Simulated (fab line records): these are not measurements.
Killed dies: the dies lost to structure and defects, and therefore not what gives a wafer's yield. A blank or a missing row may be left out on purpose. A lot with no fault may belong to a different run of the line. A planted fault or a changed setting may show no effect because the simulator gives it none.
fab line records	flow n5_finfet
[record] lots = 7	wafers = 39
route steps=1938 shown WELL_APT@33 FIN_SAQP@125 DUMMY_GATE@228 SD_ACTIVATION@331 HKMG_FIN@385 MOL_CONTACT_COAG@562 BEOL_M4@1111
start_h: hours from the record's opening day to when the first of the lot's shown wafers began	wait_h: how many hours have passed since the lot's step before this one	" repeats the value in the row above	L1.1+2: several wafers, shown together as one row	- value missing, or start not given	* or withheld: withheld	< > ~ a bound
route shown NAME@n: NAME is a module with steps in the file, n the number in the route of the first one	usual: the fault-free wafers' mean and standard deviation	same: alike in all rows	chamber/n: place in a boat	sites: the reading at each site	_std_site: the standard deviation of these	_edge_site: outer sites' mean less inner sites'	radius_mm: for every site, how far away it sits from the centre of the wafer	mask NAME#n: copy n	behind: the most recent tool/chamber to have shaped the wafer	hold: why the lot was held/for how many hours/how that ended	device: which transistor (n, p or np) failed to switch	end of line: tests of these same wafers at the route's end	a step without rows: its recipe alone	killed: the dies lost at the first sort to structure and to defects; this is not the yield of the wafer	map: the dies of a wafer, with x for killed, . for not killed, _ for no die there
set.NAME: the setting the step ran with; set.NAME@STEP: the setting that earlier step ran with	model.NAME: the simulator's own value behind a step, which no gauge read
lots whose settings were changed on purpose; a table a step, a row a wafer
[[steps]]
[step N5_WELL_APT_IMPLANT_15]
[recipe] species = As	energy_kev = 25	dose_cm2 = 1.5e+13	tilt_deg = 0	rotation_deg = 0
[step N5_FIN_SAQP_SPACER1_ALD_24]
[recipe] material = SiO2	target_thk_a = 203	temp_c = 300	ald_precursor_family = BDEAS	ald_co_reactant = O2-plasma	pulse_time_s = 1	purge_time_s = 2	co_reactant_purge_time_s = 2	ald_cycles = 218	pressure_torr = 2
[step N5_DUMMY_GATE_EXPOSE_12]
[recipe] mask_id = GATE	na = 0.33	source_shape = annular	sigma_inner = 0.2	sigma_outer = 0.6	polarization = unpolarized	target_cd_nm = 25	dose_mj = 34
[step N5_DUMMY_GATE_ETCH_31]
[recipe] chemistry = C4F6/O2	target = SiO2	mask_material = SOC	target_depth_a = 825	time_s = 27.5	ion_energy_ev = 250	pressure_mtorr = 30	source_w = 345	bias_w = 185	Ar_flow_sccm = 300	C4F6_flow_sccm = 10	O2_flow_sccm = 10
[step N5_DUMMY_GATE_ETCH_32]
[recipe] chemistry = CF4	target = SiO2	target_depth_a = 35	time_s = 3.9	ion_energy_ev = 350	pressure_mtorr = 10	icp_w = 800	bias_w = 400	cf4_flow_sccm = 80
[step N5_SD_ACTIVATION_LSA_01]
[recipe] temp_c = 1080	time_s = 0.0008	ambient = N2
[step N5_HKMG_FIN_IL_REGROW_00]
[recipe] material = SiO2	target_thk_a = 7.5	chemistry = O3	temp_c = withheld	time_s = 30
[step N5_HKMG_FIN_PWFM_ALD_03]
[recipe] material = TiN	target_thk_a = 20	temp_c = 400	ald_precursor_family = TiCl4	ald_co_reactant = NH3	pulse_time_s = 1	purge_time_s = 3	co_reactant_purge_time_s = 2	co_reactant_pulse_time_s = 2	ald_cycles = 91	pressure_torr = 3
[step N5_MOL_CONTACT_COAG_ALD_123]
[recipe] material = SiNx	target_thk_a = 50	temp_c = 400	ald_precursor_family = SiH2I2	ald_co_reactant = N2/H2-plasma	pulse_time_s = 1	purge_time_s = 2	co_reactant_purge_time_s = 2	ald_cycles = 100	pressure_torr = 2
[step N5_MOL_CONTACT_COAG_ETCHBACK_135]
[recipe] chemistry = CHF3	target = SiO2	target_depth_a = 250	time_s = 16.7	ion_energy_ev = 200	pressure_mtorr = 30	source_w = 610	bias_w = 170	Ar_flow_sccm = 200	CHF3_flow_sccm = 50
[step N5_BEOL_M4_RC_MEAS_101]
[usual] DIBL_N = 36.2/1.7	DIBL_P = 36.6/1.9	RC_DENSE_N = 19.1/0.43	RC_N = 15.6/0.34	REXT_N = 76.5/1.6	RS_SD_N = 28.4/0.37	SS_N = 71.4/0.58	SS_P = 73.4/0.64
lot.wafer	tool	chamber	start_h	wait_h	set.energy_kev@WELL_APT_IMPLANT_15	set.temp_c@FIN_SAQP_SPACER1_ALD_24	set.dose_mj@DUMMY_GATE_EXPOSE_12	set.target_depth_a@DUMMY_GATE_ETCH_31	set.time_s@DUMMY_GATE_ETCH_32	set.temp_c@SD_ACTIVATION_LSA_01	set.time_s@HKMG_FIN_IL_REGROW_00	set.temp_c@HKMG_FIN_PWFM_ALD_03	set.temp_c@MOL_CONTACT_COAG_ALD_123	set.target_depth_a@MOL_CONTACT_COAG_ETCHBACK_135	DIBL_N[mV/V]	DIBL_P[mV/V]	RC_DENSE_N[ohm.um]	RC_N[ohm.um]	REXT_N[ohm.um]	RS_SD_N[ohm/sq]	SS_N[mV/dec]	SS_P[mV/dec]
L074.1	prober-02	0	166.74	0.0	25	300	34	825	3.9	1080	30	400	400	250	39.2	38.4	19.9	16.2	75.8	27.8	72.1	73.8
L074.2	"	0	"	"	25	300	34	825	3.9	1080	30	400	400	250	38.8	36.9	19.8	16.0	74.8	27.7	71.8	74.1
L074.3	"	0	"	"	25	300	34	825	3.9	1080	30	400	400	250	38.4	39.0	19.6	15.9	76.6	28.5	71.7	74.0
L081.1	prober-02	0	203.41	0.0	25	300	34	825	3.9	1080	25.87	414.2	400	250	37.3	40.6	19.3	15.7	75.7	28.4	71.9	74.5
L081.2	"	0	"	"	22.62	295.9	34	825	4.663	1080	30	414.2	406.4	250	36.9	38.1	18.9	15.6	75.2	28.5	72.3	73.7
L081.3	"	0	"	"	22.62	295.9	34	825	3.9	1080	25.87	400	406.4	250	34.9	36.8	18.5	15.2	76.0	28.3	71.1	72.6
L081.4	"	0	"	"	25	300	34	825	4.663	1080	25.87	400	400	250	36.2	37.5	19.0	15.6	75.0	28.6	71.1	73.2
L081.5	"	0	"	"	25	295.9	34	825	4.663	1080	30	414.2	400	250	35.0	36.3	19.1	15.4	75.9	28.7	71.2	73.4
L081.6	"	0	"	"	22.62	300	34	825	3.9	1080	30	400	406.4	250	39.3	41.3	18.6	15.0	74.6	28.1	71.8	74.4
L084.1	prober-02	0	226.69	0.0	22.53	293.4	36.29	825	4.181	1080	30	400	400	250	42.5	45.5	19.3	15.8	76.6	28.2	72.6	75.8
L084.2	"	0	"	"	22.53	300	34	825	4.181	1069	30	400	407.9	250	34.3	35.3	20.8	16.9	79.2	30.0	70.9	72.6
L084.3	"	0	"	"	25	300	34	825	3.9	1080	30	400	400	250	35.6	36.1	19.2	15.9	76.2	28.5	71.5	73.2
L084.4	"	0	"	"	22.53	293.4	36.29	825	3.9	1080	25.16	400	407.9	250	40.8	42.9	18.9	15.4	75.5	28.3	72.8	75.0
L084.5	"	0	"	"	25	300	36.29	825	4.181	1069	25.16	400	407.9	250	40.2	42.5	21.2	17.4	79.3	29.9	72.3	74.8
L084.6	"	0	"	"	25	293.4	34	825	3.9	1069	25.16	400	400	250	33.0	33.0	20.4	16.7	77.7	29.7	70.1	72.2
L089.1	prober-01	0	249.09	0.0	25	300	32.1	825	3.9	1080	30	400	400	250	31.9	32.9	19.2	15.6	74.2	27.9	70.2	71.9
L089.2	"	0	"	"	27.69	300	34	825	3.9	1080	30	400	400	250	33.8	35.0	18.5	15.2	74.5	27.8	71.3	73.1
L089.3	"	0	"	"	25	300	34	825	3.9	1080	21.45	400	400	250	32.8	33.9	19.0	15.5	75.4	27.9	70.4	73.2
L089.4	"	0	"	"	25	300	34	825	3.9	1080	21.45	400	400	250	36.9	38.5	19.2	15.5	75.0	28.1	71.4	73.6
L089.5	"	0	"	"	27.69	300	32.1	825	3.9	1080	21.45	400	400	250	27.1	26.8	18.6	15.1	74.7	28.1	69.4	71.1
L089.6	"	0	"	"	27.69	300	32.1	825	3.9	1080	30	400	400	250	30.0	30.8	19.1	15.3	76.4	28.5	69.9	71.6
L092.1	prober-01	0	267.66	0.0	25	291.7	34	825	3.9	1097	30	411.6	400	250	34.7	34.0	17.2	14.0	72.4	25.9	70.7	73.0
L092.2	"	0	"	"	28.48	291.7	36.67	825	3.9	1080	30	400	400	250	40.5	42.6	18.7	15.2	76.3	28.5	72.8	75.1
L092.3	"	0	"	"	25	300	34	774.5	3.9	1097	30	411.6	400	250	34.8	35.1	17.3	14.1	72.5	25.9	71.2	73.4
L092.4	"	0	"	"	28.48	300	36.67	825	3.9	1097	30	400	400	250	42.0	44.6	17.5	14.1	72.7	25.9	72.8	76.2
L092.5	"	0	"	"	25	291.7	36.67	774.5	3.9	1080	30	411.6	400	250	40.2	41.6	18.3	15.0	75.5	27.8	73.4	74.8
L092.6	"	0	"	"	28.48	300	34	774.5	3.9	1080	30	400	400	250	34.5	34.4	19.2	15.8	75.9	27.8	70.6	73.1
L093.1	prober-02	0	281.81	0.0	28.15	300	34	766.9	3.148	1065	30	400	400	230.3	34.0	35.5	20.8	16.9	81.5	29.6	70.6	72.7
L093.2	"	0	"	"	28.15	300	35.33	825	3.9	1080	30	400	400	230.3	39.0	41.2	19.2	15.5	76.0	27.8	72.2	74.5
L093.3	"	0	"	"	28.15	300	35.33	825	3.148	1065	30	400	400	250	38.1	40.9	20.4	16.6	79.7	29.9	72.0	73.8
L093.4	"	0	"	"	25	300	35.33	766.9	3.9	1065	30	385.7	400	250	36.3	38.2	20.8	16.9	80.2	29.8	70.6	73.9
L093.5	"	0	"	"	25	300	34	766.9	3.9	1080	30	385.7	400	230.3	35.8	37.5	18.8	15.3	76.4	28.0	71.0	73.1
L093.6	"	0	"	"	25	300	34	825	3.148	1080	30	385.7	400	250	35.8	37.8	19.2	15.5	77.5	27.9	70.6	73.0
L095.1	prober-02	0	290.30	0.0	27.52	300	33.21	825	4.735	1080	30	395.3	400	281.6	34.7	33.7	18.5	15.3	75.3	28.1	70.4	72.7
L095.2	"	0	"	"	27.52	308.5	34	731	4.735	1080	30	400	400	250	38.6	38.2	19.7	15.9	75.3	28.6	72.1	73.4
L095.3	"	0	"	"	25	308.5	34	731	3.9	1080	30	395.3	400	281.6	37.9	36.4	18.7	15.5	74.4	28.4	71.8	73.4
L095.4	"	0	"	"	25	300	33.21	731	3.9	1080	30	400	400	250	36.2	35.4	19.6	15.9	75.9	28.6	71.5	73.3
L095.5	"	0	"	"	27.52	308.5	33.21	825	3.9	1080	30	395.3	400	250	36.4	35.2	19.2	15.7	75.6	28.4	71.4	72.9
L095.6	"	0	"	"	25	300	34	825	4.735	1080	30	400	400	281.6	37.9	37.1	18.5	15.0	74.7	28.4	71.6	73.8
[[key]]
[split] step = N5_WELL_APT_IMPLANT_15	setting = energy_kev	stated_as = 25
response none clear
[split] step = N5_FIN_SAQP_SPACER1_ALD_24	setting = temp_c	stated_as = 300
response none clear
[split] step = N5_DUMMY_GATE_EXPOSE_12	setting = dose_mj	stated_as = 34
[response] step = N5_BEOL_M4_RC_MEAS_101	reading = SS_P	slope = +0.35	per = 1%	together_with = all	explained = 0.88
[response] step = N5_BEOL_M4_RC_MEAS_101	reading = DIBL_N	slope = +0.966	per = 1%	together_with = all	explained = 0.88
[response] step = N5_BEOL_M4_RC_MEAS_101	reading = DIBL_P	slope = +1.23	per = 1%	together_with = all	explained = 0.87
[response] step = N5_BEOL_M4_RC_MEAS_101	reading = SS_N	slope = +0.287	per = 1%	together_with = all	explained = 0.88
[split] step = N5_DUMMY_GATE_ETCH_31	setting = target_depth_a	stated_as = 825
response none clear
[split] step = N5_DUMMY_GATE_ETCH_32	setting = time_s	stated_as = 3.9
response none clear
[split] step = N5_SD_ACTIVATION_LSA_01	setting = temp_c	stated_as = 1080
[response] step = N5_BEOL_M4_RC_MEAS_101	reading = RS_SD_N	slope = -1.35	per = 1%	together_with = all	explained = 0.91
[response] step = N5_BEOL_M4_RC_MEAS_101	reading = RC_N	slope = -1.01	per = 1%	together_with = all	explained = 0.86
[response] step = N5_BEOL_M4_RC_MEAS_101	reading = RC_DENSE_N	slope = -1.21	per = 1%	together_with = all	explained = 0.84
[response] step = N5_BEOL_M4_RC_MEAS_101	reading = REXT_N	slope = -2.44	per = 1%	together_with = all	explained = 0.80
[split] step = N5_HKMG_FIN_IL_REGROW_00	setting = time_s	stated_as = 30
response none clear
[split] step = N5_HKMG_FIN_PWFM_ALD_03	setting = temp_c	stated_as = 400
response none clear
[split] step = N5_MOL_CONTACT_COAG_ALD_123	setting = temp_c	stated_as = 400
response none clear
[split] step = N5_MOL_CONTACT_COAG_ETCHBACK_135	setting = target_depth_a	stated_as = 250
response none clear
